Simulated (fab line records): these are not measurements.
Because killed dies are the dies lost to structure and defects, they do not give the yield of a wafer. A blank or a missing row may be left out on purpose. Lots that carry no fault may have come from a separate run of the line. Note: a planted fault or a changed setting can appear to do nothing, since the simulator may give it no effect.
Which tool did it? | flow nand-harc | 11 lots with 33 wafers sampled at 6 steps, on a route of 1302 steps

WHAT THE GAUGES READ, wafer by wafer
NHARC_A_CONTACT_INSPECT_23. Usual: 515 for raw-defect-count, sd 120.
lot  | measured     | on                | raw-defect-count              | flag
L609 | day 22 11:13 | defect-inspect-02 | 423 434 376                   |
L610 | day 24 05:32 | defect-inspect-02 | 495 451 340                   |
L611 | day 24 06:54 | defect-inspect-02 | 427 583 502                   |
L614 | day 25 13:58 | defect-inspect-02 | 490 471 535                   |
L615 | day 26 08:57 | defect-inspect-02 | 578 475 706                   |
L617 | day 26 12:09 | defect-inspect-01 | 518 362 566                   |
L618 | day 27 03:13 | defect-inspect-02 | 452 449 448                   |
L619 | day 27 23:16 | defect-inspect-02 | 473 433 423                   |
L620 | day 28 01:22 | defect-inspect-01 | 424 688 498                   |
L627 | day 30 23:58 | defect-inspect-01 | 2005 2595 1964 2027 2600 1956 | OFF
L629 | day 31 04:25 | defect-inspect-01 | 1834 2171 2081 1872 2146 2092 | OFF

NHARC_A_BLC_INSPECT_12. Usual: 84 for raw-defect-count, sd 41.
lot  | measured     | on                | raw-defect-count              | flag
L609 | day 22 11:52 | defect-inspect-01 | 120 115 134                   |
L610 | day 24 06:11 | defect-inspect-02 | 23 23 32                      |
L611 | day 24 07:32 | defect-inspect-01 | 119 107 125                   |
L614 | day 25 14:28 | defect-inspect-02 | 119 126 114                   |
L615 | day 26 09:28 | defect-inspect-01 | 73 78 95                      |
L617 | day 26 12:40 | defect-inspect-02 | 45 33 44                      |
L618 | day 27 03:43 | defect-inspect-02 | 72 68 62                      |
L619 | day 27 23:46 | defect-inspect-02 | 56 48 33                      |
L620 | day 28 01:53 | defect-inspect-01 | 15 22 18                      |
L627 | day 31 04:00 | defect-inspect-02 | 3680 6144 3849 3693 6128 3845 | OFF
L629 | day 31 09:24 | defect-inspect-01 | 3604 3711 3687 3614 3709 3720 | OFF

WHAT TOOL EACH LOT RAN ON (gives the tool, then ch and the chambers of the sampled wafers, and finally the start)
lot  | NHARC_A_CONTACT_ETCH_110           | NHARC_A_CONTACT_STRIP_26                      | NHARC_A_CONTACT_CVD_19                   | NHARC_A_CONTACT_CMP_20
L609 | rie-diel-02 ch 0,3, day 22 09:04   | rie-diel-02 ch 0,1,3, day 22 10:49 or earlier | cvd-w-02 ch 0,1, day 22 10:49 or earlier | cmp-03 ch 1,2,3, day 22 10:49
L610 | rie-diel-13 ch 1,3, day 24 03:22   | rie-diel-13 ch 0,2,3, day 24 05:08 or earlier | cvd-w-02 ch 0,1, day 24 05:08 or earlier | cmp-02 ch 2,3, day 24 05:08
L611 | rie-diel-13 ch 0,1,3, day 24 04:46 | rie-diel-13 ch 1,2,3, day 24 06:30 or earlier | cvd-w-02 ch 0,1, day 24 06:30 or earlier | cmp-04 ch 1,2, day 24 06:30
L614 | rie-diel-13 ch 0,1,3, day 25 11:40 | rie-diel-13 ch 0,1, day 25 13:34 or earlier   | cvd-w-01 ch 1, day 25 13:34 or earlier   | cmp-03 ch 1,3, day 25 13:34
L615 | rie-diel-02 ch 0,1,3, day 26 06:48 | rie-diel-02 ch 0,1,2, day 26 08:34 or earlier | cvd-w-02 ch 0,1, day 26 08:34 or earlier | cmp-02 ch 2,3, day 26 08:34
L617 | rie-diel-02 ch 1,2,3, day 26 10:00 | rie-diel-02 ch 1,2,3, day 26 11:47 or earlier | cvd-w-02 ch 0,1, day 26 11:47 or earlier | cmp-02 ch 1,2,3, day 26 11:47
L618 | rie-diel-07 ch 1,2, day 27 01:05   | rie-diel-07 ch 0,1, day 27 02:53 or earlier   | cvd-w-01 ch 0,1, day 27 02:53 or earlier | cmp-04 ch 1,2,3, day 27 02:53
L619 | rie-diel-07 ch 0,2, day 27 21:08   | rie-diel-07 ch 0,3, day 27 22:55 or earlier   | cvd-w-02 ch 0,1, day 27 22:55 or earlier | cmp-04 ch 0,1,3, day 27 22:55
L620 | rie-diel-07 ch 0,1, day 27 23:14   | rie-diel-07 ch 0,3, day 28 01:02 or earlier   | cvd-w-02 ch 0,1, day 28 01:02 or earlier | cmp-02 ch 0,1,2, day 28 01:02
L627 | rie-diel-07 ch 0,1,3, day 30 21:50 | rie-diel-07 ch 0,1,3, day 30 23:34 or earlier | cvd-w-02 ch 0,1, day 30 23:34 or earlier | cmp-03 ch 0,1,3, day 30 23:34
L629 | rie-diel-02 ch 1,2,3, day 31 02:16 | rie-diel-02 ch 0,1,2, day 31 04:01 or earlier | cvd-w-02 ch 0,1, day 31 04:01 or earlier | cmp-03 ch 0,1,2, day 31 04:01
- NHARC_A_CONTACT_ETCH_110: etches the open film in CF4/O2, target depth 60 nm, overetch 6 nm, time 33 s.
- NHARC_A_CONTACT_STRIP_26: strips in O2.
- NHARC_A_CONTACT_CVD_19: deposits W, target thk 300 nm, time 802 s.
- NHARC_A_CONTACT_CMP_20: polishes, t overpolish 30 s, target thk 300 nm.

WHAT THE TOOLS THEMSELVES READ (means of the sampled wafers that have a number; where no wafer has one, the mark that the record gives instead)
NHARC_A_CONTACT_ETCH_110. Usual: drypump-motor-current-A 6.12 A, standard deviation 0.26; oes-product-au 1.002 a.u., standard deviation 0.0082; rf-vpp-V 197.9 V, standard deviation 1.9; showerhead-plenum-p-Torr 1.35 Torr, standard deviation 0.082; throttle-valve-pct 13.398 %, standard deviation 0.0086.
lot  | tool        | drypump-motor-current-A (A) | oes-product-au (a.u.) | rf-vpp-V (V) | showerhead-plenum-p-Torr (Torr) | throttle-valve-pct (%) | flag
L609 | rie-diel-02 | 5.82                        | 1.008                 | 196.7        | 1.31                            | 13.396                 |
L610 | rie-diel-13 | 6.16                        | 0.992                 | 197.6        | 1.29                            | 13.398                 |
L611 | rie-diel-13 | 6.30                        | 0.999                 | 195.9        | 1.30                            | 13.395                 |
L614 | rie-diel-13 | 6.32                        | 1.011                 | 196.4        | 1.30                            | 13.391                 |
L615 | rie-diel-02 | 5.93                        | 1.008                 | 198.4        | 1.37                            | 13.398                 |
L617 | rie-diel-02 | 5.99                        | 1.007                 | 197.5        | 1.35                            | 13.404                 |
L618 | rie-diel-07 | 5.78                        | 0.999                 | 196.1        | 1.26                            | 13.404                 |
L619 | rie-diel-07 | 5.99                        | 0.999                 | 198.8        | 1.39                            | 13.387                 |
L620 | rie-diel-07 | 5.85                        | 0.992                 | 197.0        | 1.30                            | 13.393                 |
L627 | rie-diel-07 | 5.99                        | 1.004                 | 198.1        | 1.35                            | 13.397                 |
L629 | rie-diel-02 | 5.99                        | 1.000                 | 197.4        | 1.35                            | 13.397                 |

NHARC_A_CONTACT_STRIP_26. Usual: drypump-motor-current-A 6.15 A, standard deviation 0.25; oes-product-au 1.003 a.u., standard deviation 0.0072; rf-vpp-V 57.8 V, standard deviation 0.99; showerhead-plenum-p-Torr 3.56 Torr, standard deviation 0.2; throttle-valve-pct 17.038 %, standard deviation 0.0095.
lot  | tool        | drypump-motor-current-A (A) | oes-product-au (a.u.) | rf-vpp-V (V) | showerhead-plenum-p-Torr (Torr) | throttle-valve-pct (%) | flag
L609 | rie-diel-02 | 5.97                        | 0.999                 | 58.2         | 3.62                            | 17.029                 |
L610 | rie-diel-13 | 6.26                        | 0.997                 | 57.5         | 3.48                            | 17.037                 |
L611 | rie-diel-13 | 6.25                        | 0.996                 | 58.0         | 3.58                            | 17.049                 |
L614 | rie-diel-13 | 6.44                        | 1.008                 | 57.2         | 3.43                            | 17.042                 |
L615 | rie-diel-02 | 6.22                        | 1.014                 | 57.9         | 3.74                            | 17.045                 |
L617 | rie-diel-02 | 6.02                        | 1.008                 | 57.4         | 3.57                            | 17.044                 |
L618 | rie-diel-07 | 6.00                        | 1.000                 | 58.0         | 3.62                            | 17.031                 |
L619 | rie-diel-07 | 6.10                        | 1.003                 | 58.4         | 3.74                            | 17.042                 |
L620 | rie-diel-07 | 6.13                        | 1.006                 | 58.5         | 3.74                            | 17.032                 |
L627 | rie-diel-07 | 5.98                        | 0.999                 | 58.3         | 3.57                            | 17.032                 |
L629 | rie-diel-02 | 6.22                        | 1.005                 | 57.6         | 3.73                            | 17.034                 |

NHARC_A_CONTACT_CVD_19. Usual: chamber-pressure-Torr 40.01 Torr, standard deviation 0.082; heater-power-w 443 W, standard deviation 37; throttle-valve-pct 7.90 %, standard deviation 0.24.
lot  | tool     | chamber-pressure-Torr (Torr) | heater-power-w (W) | throttle-valve-pct (%) | flag
L609 | cvd-w-02 | 39.89                        | 431                | 7.86                   |
L610 | cvd-w-02 | 39.96                        | 428                | 8.20                   |
L611 | cvd-w-02 | 39.99                        | 435                | 8.00                   |
L614 | cvd-w-01 | 40.07                        | 512                | 7.75                   |
L615 | cvd-w-02 | 39.93                        | 431                | 8.03                   |
L617 | cvd-w-02 | 39.96                        | 431                | 8.10                   |
L618 | cvd-w-01 | 40.05                        | 459                | 7.91                   |
L619 | cvd-w-02 | 39.91                        | 421                | 7.91                   |
L620 | cvd-w-02 | 40.07                        | 418                | 7.68                   |
L627 | cvd-w-02 | 40.03                        | 420                | 7.88                   |
L629 | cvd-w-02 | 40.01                        | 423                | 8.05                   |

NHARC_A_CONTACT_CMP_20. Usual: edge-zone-pressure-frac 1.001, standard deviation 0.0049; motor-current-A 11.2 A, standard deviation 1.3; overpolish-run-s 29.999 s, standard deviation 0.0088; time-to-endpoint-s 60 s, standard deviation 3.
lot  | tool   | edge-zone-pressure-frac | motor-current-A (A) | overpolish-run-s (s) | time-to-endpoint-s (s) | flag
L609 | cmp-03 | 1.000                   | 11.1                | 29.998               | 57                     |
L610 | cmp-02 | 1.006                   | 12.5                | 30.007               | 58                     |
L611 | cmp-04 | 1.001                   | 10.8                | 29.995               | 65                     |
L614 | cmp-03 | 1.001                   | 10.9                | 30.008               | 63                     |
L615 | cmp-02 | 1.003                   | 12.4                | 29.994               | 62                     |
L617 | cmp-02 | 1.003                   | 11.4                | 30.004               | 57                     |
L618 | cmp-04 | 1.001                   | 10.9                | 30.002               | 55                     |
L619 | cmp-04 | 1.001                   | 10.2                | 30.003               | 57                     |
L620 | cmp-02 | 1.006                   | 10.8                | 29.999               | 61                     |
L627 | cmp-03 | 1.006                   | 11.3                | 0.037                | 117                    | OFF
L629 | cmp-03 | 1.000                   | 11.5                | 0.034                | 116                    | OFF

THE ANSWER, worked out from the rows above alone
Rule: take the mean of a lot's wafers that have a number; if it is more than 3 standard deviations from the usual mean, the lot is off. Also off: a lot with no number at a reading for which 4 or more lots have one. Any other lot the step has rows for is counted as sound. First the gauges in route order, then the tools' own readings, where a lot's mean is used as printed above. At the first step where some lot is off, the reading lying furthest off is the one used; lots without a number count as furthest.
Off: L627, L629, at NHARC_A_CONTACT_INSPECT_23 (raw-defect-count).
If a tool, at a process step before that reading, ran all the lots that are off and no sound lot after the first of them, it fits. Not tried: the gauges at NHARC_A_CONTACT_INSPECT_23; whatever is off there is also off at NHARC_A_CONTACT_CMP_20, on other tools, and gauge error can't account for it. Because NHARC_A_CONTACT_STRIP_26 lacks a start for some lots, the hours and order of its lots are taken from NHARC_A_CONTACT_CMP_20. Because NHARC_A_CONTACT_CVD_19 lacks a start for some lots, the hours and order of its lots are taken from NHARC_A_CONTACT_CMP_20. Can't be told from this: 2 tools fit, cvd-w-02 at NHARC_A_CONTACT_CVD_19, cmp-03 at NHARC_A_CONTACT_CMP_20.

WHAT HAD BEEN PUT IN BY THE SIMULATOR
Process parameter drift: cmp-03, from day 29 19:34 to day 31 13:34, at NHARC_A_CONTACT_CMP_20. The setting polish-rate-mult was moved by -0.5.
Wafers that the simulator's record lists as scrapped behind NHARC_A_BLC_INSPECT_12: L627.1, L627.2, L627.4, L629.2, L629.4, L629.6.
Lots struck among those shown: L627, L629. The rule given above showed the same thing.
